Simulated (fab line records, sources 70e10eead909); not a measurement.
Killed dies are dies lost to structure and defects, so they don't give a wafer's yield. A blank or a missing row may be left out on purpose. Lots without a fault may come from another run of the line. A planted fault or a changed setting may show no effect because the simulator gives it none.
Which tool did it? | flow nand_harc | 11 lots, 33 wafers sampled, at 5 steps of a route of 1159

WHAT THE GAUGES READ, wafer by wafer
NHARC_A_M1_INSPECT_27. Usual: raw_defect_count 475, standard deviation 140.
lot  | measured     | on                | raw_defect_count | flag
L441 | day 17 22:23 | defect_inspect-02 | 302 240 270      |
L442 | day 18 00:48 | defect_inspect-02 | 369 436 385      |
L444 | day 18 03:14 | defect_inspect-01 | 427 310 343      |
L443 | day 18 04:05 | defect_inspect-01 | 371 338 299      |
L445 | day 19 00:41 | defect_inspect-02 | 582 410 384      |
L446 | day 19 12:34 | defect_inspect-02 | 760 411 579      |
L448 | day 20 06:21 | defect_inspect-02 | 395 415 390      |
L447 | day 20 06:59 | defect_inspect-02 | 716 531 457      |
L455 | day 21 02:38 | defect_inspect-01 | 357 348 480      |
L456 | day 22 05:29 | defect_inspect-02 | 1021 433 457     |
L461 | day 23 17:31 | defect_inspect-02 | 374 480 431      |

NHARC_END_SORT_01. Usual: defect_limited_yield 95.2 %, standard deviation 1.4; killed_at_array 28, standard deviation 8.9; killed_at_other 0.8, standard deviation 1.2; killed_at_periphery 3.3, standard deviation 2.3; killed_dies 32, standard deviation 9.4; killed_open 3.2, standard deviation 1.8; killed_short 1.9, standard deviation 1.4; sort_bin_2_pct 1.4 %, standard deviation 0.56; sort_bin_3_pct 0.26 %, standard deviation 0.21; sort_bin_4_pct 3.1 %, standard deviation 1; sort_n_pass 645, standard deviation 9.4; sort_rim_yield_pct 95.7 %, standard deviation 2.4; sort_yield_pct 95.2 %, standard deviation 1.4.
lot  | measured     | on        | defect_limited_yield (%) | killed_at_array | killed_at_other | killed_at_periphery | killed_dies | killed_open | killed_short | sort_bin_2_pct (%) | sort_bin_3_pct (%) | sort_bin_4_pct (%) | sort_n_pass | sort_rim_yield_pct (%) | sort_yield_pct (%) | flag
L441 | day 19 18:21 | prober-01 | 96.9 96.5 96.5           | 19 19 19        | 1 0 0           | 1 5 5               | 21 24 24    | 3 3 4       | 0 0 1        | 0.7 0.7 1.5        | 0.30 0.15 0.15     | 2.1 2.7 1.9        | 656 653 653 | 96.2 97.2 95.3         | 96.9 96.5 96.5     |
L442 | day 19 17:35 | prober-02 | 97.9 98.4 97.5           | 11 10 16        | 0 0 0           | 3 1 1               | 14 11 17    | 4 1 1       | 3 2 5        | 0.6 0.4 0.7        | 0.15 0.15 0.30     | 1.3 1.0 1.5        | 663 666 660 | 98.1 97.2 94.3         | 97.9 98.4 97.5     |
L444 | day 20 01:22 | prober-01 | 94.8 94.8 95.6           | 32 30 30        | 1 1 0           | 2 4 0               | 35 35 30    | 9 5 1       | 1 4 0        | 1.6 1.0 1.3        | 0.15 0.15 0.30     | 3.4 4.0 2.8        | 642 642 647 | 97.2 97.2 96.2         | 94.8 94.8 95.6     |
L443 | day 20 01:26 | prober-02 | 96.5 97.6 97.6           | 17 14 14        | 1 0 0           | 6 2 2               | 24 16 16    | 8 3 1       | 5 1 1        | 0.9 0.6 0.4        | 0 0.30 0           | 2.7 1.5 1.9        | 653 661 661 | 93.4 98.1 100.0        | 96.5 97.6 97.6     |
L445 | day 20 11:47 | prober-02 | 96.6 95.0 95.9           | 19 26 20        | 0 1 0           | 4 7 8               | 23 34 28    | 2 1 4       | 2 1 2        | 1.0 2.1 2.4        | 0 0.44 0.30        | 2.4 2.5 1.5        | 654 643 649 | 93.4 94.3 98.1         | 96.6 95.0 95.9     |
L446 | day 20 21:05 | prober-01 | 96.9 97.2 96.8           | 20 16 20        | 0 1 0           | 1 2 2               | 21 19 22    | 1 1 2       | 1 2 2        | 1.0 0.6 1.0        | 0.15 0.44 0.15     | 1.9 1.8 2.1        | 656 658 655 | 100.0 98.1 94.3        | 96.9 97.2 96.8     |
L448 | day 21 14:46 | prober-02 | 96.0 94.8 97.0           | 23 28 17        | 0 0 0           | 4 7 3               | 27 35 20    | 2 5 5       | 5 2 0        | 1.5 1.8 0.9        | 0.15 0.15 0.15     | 2.4 3.2 1.9        | 650 642 657 | 98.1 99.1 96.2         | 96.0 94.8 97.0     |
L447 | day 21 23:24 | prober-02 | 94.8 92.8 94.1           | 31 48 38        | 0 0 0           | 4 1 2               | 35 49 40    | 4 3 3       | 0 1 2        | 1.6 2.2 1.8        | 0.15 0.44 0.30     | 3.4 4.6 3.8        | 642 628 637 | 98.1 95.3 96.2         | 94.8 92.8 94.1     |
L455 | day 22 13:32 | prober-01 | 94.7 95.6 94.7           | 35 24 33        | 0 2 1           | 1 4 2               | 36 30 36    | 4 5 4       | 3 2 5        | 1.8 1.3 1.8        | 0.44 0.44 0.30     | 3.1 2.7 3.2        | 641 647 641 | 95.3 96.2 99.1         | 94.7 95.6 94.7     |
L456 | day 23 18:05 | prober-02 | 93.4 96.8 93.1           | 37 21 45        | 0 0 0           | 8 1 2               | 45 22 47    | 7 0 3       | 2 0 1        | 1.2 0.7 2.4        | 0.30 0.15 0.30     | 5.2 2.4 4.3        | 632 655 630 | 91.5 97.2 93.4         | 93.4 96.8 93.1     |
L461 | day 25 05:34 | prober-02 | 94.5 93.4 94.7           | 35 43 34        | 0 0 0           | 2 2 2               | 37 45 36    | 1 6 2       | 3 2 0        | 1.6 3.0 1.5        | 0.15 0.15 0.30     | 3.7 3.5 3.5        | 640 632 641 | 95.3 96.2 91.5         | 94.5 93.4 94.7     |

WHICH TOOL RAN EACH LOT (tool, then ch and the chambers of the sampled wafers, then the start)
lot  | NHARC_A_M1_PRE_CLEAN_32         | NHARC_A_BONDPAD_ETCH_34            | NHARC_A_BONDPAD_ETCH_12
L441 | pecvd-04 ch 0,1, day 17 22:28   | rie_diel-04 ch 1,2, day 18 00:37   | rie_diel-04 ch 0,1,3, day 18 00:43
L442 | pecvd-04 ch 0,1,2, day 18 00:52 | rie_diel-01 ch 0,1,3, day 18 03:03 | rie_diel-01 ch 1,2, day 18 03:10
L444 | pecvd-01 ch 0,1,2, day 18 03:19 | rie_diel-01 ch 0,1,2, day 18 05:29 | rie_diel-01 ch 1,3, day 18 05:42
L443 | pecvd-01 ch 0,1, day 18 04:10   | rie_diel-04 ch 0,3, day 18 06:13   | rie_diel-04 ch 0,1,2, day 18 06:20
L445 | pecvd-03 ch 0,1,2, day 19 00:45 | rie_diel-07 ch 1,2,3, day 19 02:55 | rie_diel-07 ch 1,3, day 19 03:00
L446 | pecvd-04 ch 0,1, day 19 12:44   | rie_diel-07 ch 0,2,3, day 19 14:52 | rie_diel-07 ch 0,2, day 19 14:58
L448 | pecvd-01 ch 0,1,2, day 20 06:27 | rie_diel-07 ch 1,2,3, day 20 08:29 | rie_diel-07 ch 0,1,3, day 20 08:34
L447 | pecvd-01 ch 1,2, day 20 07:04   | rie_diel-07 ch 0,2, day 20 09:13   | rie_diel-07 ch 0,2,3, day 20 09:17
L455 | pecvd-01 ch 0,1,2, day 21 02:43 | rie_diel-07 ch 0,2,3, day 21 04:48 | rie_diel-07 ch 1,2,3, day 21 04:53
L456 | pecvd-01 ch 0,1,2, day 22 05:33 | rie_diel-07 ch 0,2,3, day 22 08:13 | rie_diel-07 ch 0,1,2, day 22 08:19
L461 | pecvd-03 ch 0,1, day 23 17:35   | rie_diel-01 ch 1,2, day 23 19:49   | rie_diel-01 ch 0,2,3, day 23 19:55
- NHARC_A_M1_PRE_CLEAN_32: time 12 s.
- NHARC_A_BONDPAD_ETCH_34: etches the open film in N2/H2, target depth 60 nm, overetch 18 nm, time 65.91 s.
- NHARC_A_BONDPAD_ETCH_12: etches the open film in CHF3/O2, target depth 220 nm, time 110 s.

WHAT THE TOOLS THEMSELVES READ (means of the sampled wafers that have a number; where no wafer has one, the mark that the record gives instead)
NHARC_A_M1_PRE_CLEAN_32. Usual: heater_power_w 656 W, standard deviation 64.
lot  | tool     | heater_power_w (W) | flag
L441 | pecvd-04 | 683                |
L442 | pecvd-04 | 688                |
L444 | pecvd-01 | 678                |
L443 | pecvd-01 | 660                |
L445 | pecvd-03 | 591                |
L446 | pecvd-04 | 644                |
L448 | pecvd-01 | 655                |
L447 | pecvd-01 | 637                |
L455 | pecvd-01 | 684                |
L456 | pecvd-01 | 656                |
L461 | pecvd-03 | 615                |

NHARC_A_BONDPAD_ETCH_34. Usual: drypump_motor_current_A 5.6 A, standard deviation 0.63; oes_product_au 0.999 a.u., standard deviation 0.0073; rf_fwd_power_W 395.8 W, standard deviation 1.9; rf_vpp_V 430.3 V, standard deviation 2.5; showerhead_plenum_p_Torr 2.03 Torr, standard deviation 0.084; throttle_valve_pct 14.170 %, standard deviation 0.0089.
lot  | tool        | drypump_motor_current_A (A) | oes_product_au (a.u.) | rf_fwd_power_W (W) | rf_vpp_V (V) | showerhead_plenum_p_Torr (Torr) | throttle_valve_pct (%) | flag
L441 | rie_diel-04 | 6.0                         | 1.002                 | 396.7              | 428.9        | 2.01                            | 14.173                 |
L442 | rie_diel-01 | 5.5                         | 1.005                 | 396.9              | 431.7        | 2.08                            | 14.173                 |
L444 | rie_diel-01 | 5.7                         | 1.010                 | 396.9              | 428.7        | 1.99                            | 14.166                 |
L443 | rie_diel-04 | 5.6                         | 1.009                 | 396.7              | 433.6        | 2.13                            | 14.174                 |
L445 | rie_diel-07 | 5.5                         | 1.002                 | 395.1              | 429.3        | 1.99                            | 14.170                 |
L446 | rie_diel-07 | 6.0                         | 0.989                 | 394.5              | 431.0        | 2.06                            | 14.174                 |
L448 | rie_diel-07 | 5.5                         | 0.993                 | 395.2              | 429.3        | 1.99                            | 14.171                 |
L447 | rie_diel-07 | 6.2                         | 0.989                 | 395.6              | 431.6        | 2.07                            | 14.178                 |
L455 | rie_diel-07 | 6.0                         | 0.998                 | 393.8              | 431.2        | 2.06                            | 14.158                 |
L456 | rie_diel-07 | 6.0                         | 0.990                 | 394.8              | 431.2        | 2.06                            | 14.176                 |
L461 | rie_diel-01 | 5.8                         | 0.995                 | 398.5              | 430.6        | 2.03                            | 14.162                 |

NHARC_A_BONDPAD_ETCH_12. Usual: drypump_motor_current_A 5.6 A, standard deviation 0.63; oes_product_au 0.948 a.u., standard deviation 0.021; rf_fwd_power_W 496.5 W, standard deviation 2.1; rf_vpp_V 370.3 V, standard deviation 2.1; showerhead_plenum_p_Torr 2.39 Torr, standard deviation 0.091; throttle_valve_pct 20.572 %, standard deviation 0.0081.
lot  | tool        | drypump_motor_current_A (A) | oes_product_au (a.u.) | rf_fwd_power_W (W) | rf_vpp_V (V) | showerhead_plenum_p_Torr (Torr) | throttle_valve_pct (%) | flag
L441 | rie_diel-04 | 5.6                         | 0.928                 | 496.1              | 372.0        | 2.47                            | 20.575                 |
L442 | rie_diel-01 | 5.8                         | 0.953                 | 497.6              | 371.2        | 2.41                            | 20.567                 |
L444 | rie_diel-01 | 5.7                         | 0.929                 | 498.2              | 373.3        | 2.51                            | 20.570                 |
L443 | rie_diel-04 | 6.0                         | 0.922                 | 496.0              | 370.6        | 2.39                            | 20.569                 |
L445 | rie_diel-07 | 4.9                         | 0.969                 | 498.9              | 368.6        | 2.31                            | 20.571                 |
L446 | rie_diel-07 | 6.3                         | 0.953                 | 494.8              | 370.0        | 2.41                            | 20.561                 |
L448 | rie_diel-07 | 5.4                         | 0.955                 | 496.7              | 370.5        | 2.38                            | 20.575                 |
L447 | rie_diel-07 | 6.0                         | 0.956                 | 496.6              | 370.8        | 2.42                            | 20.572                 |
L455 | rie_diel-07 | 5.5                         | 0.962                 | 495.4              | 369.8        | 2.35                            | 20.565                 |
L456 | rie_diel-07 | 5.7                         | 0.998                 | 562.1              | 369.6        | 2.36                            | 20.575                 | OFF
L461 | rie_diel-01 | 5.3                         | 0.924                 | 496.9              | 369.5        | 2.36                            | 20.565                 |

THE ANSWER, worked out from the rows above alone
Rule: a lot is off if the mean of its wafers that have a number lies more than 3 standard deviations from the usual mean. A lot without any number at a reading at which 4 lots or more have one is off too. The other lots that the step has rows for count as sound. The gauges are gone through in route order, then the tools' own readings, and for those a lot's mean is taken as printed above. The first step at which some lot is off is used, and at that step the reading that is off furthest; a lot without a number counts as furthest.
Off: L456, at NHARC_A_BONDPAD_ETCH_12 (rf_fwd_power_W).
A tool fits if, at that step or a process step before it, it ran every lot that is off, and no sound lot after the first of them. Can't be told from this: 2 tools fit, pecvd-01 at NHARC_A_M1_PRE_CLEAN_32, rie_diel-07 at NHARC_A_BONDPAD_ETCH_34 and NHARC_A_BONDPAD_ETCH_12.

WHAT THE SIMULATOR HAD PUT IN
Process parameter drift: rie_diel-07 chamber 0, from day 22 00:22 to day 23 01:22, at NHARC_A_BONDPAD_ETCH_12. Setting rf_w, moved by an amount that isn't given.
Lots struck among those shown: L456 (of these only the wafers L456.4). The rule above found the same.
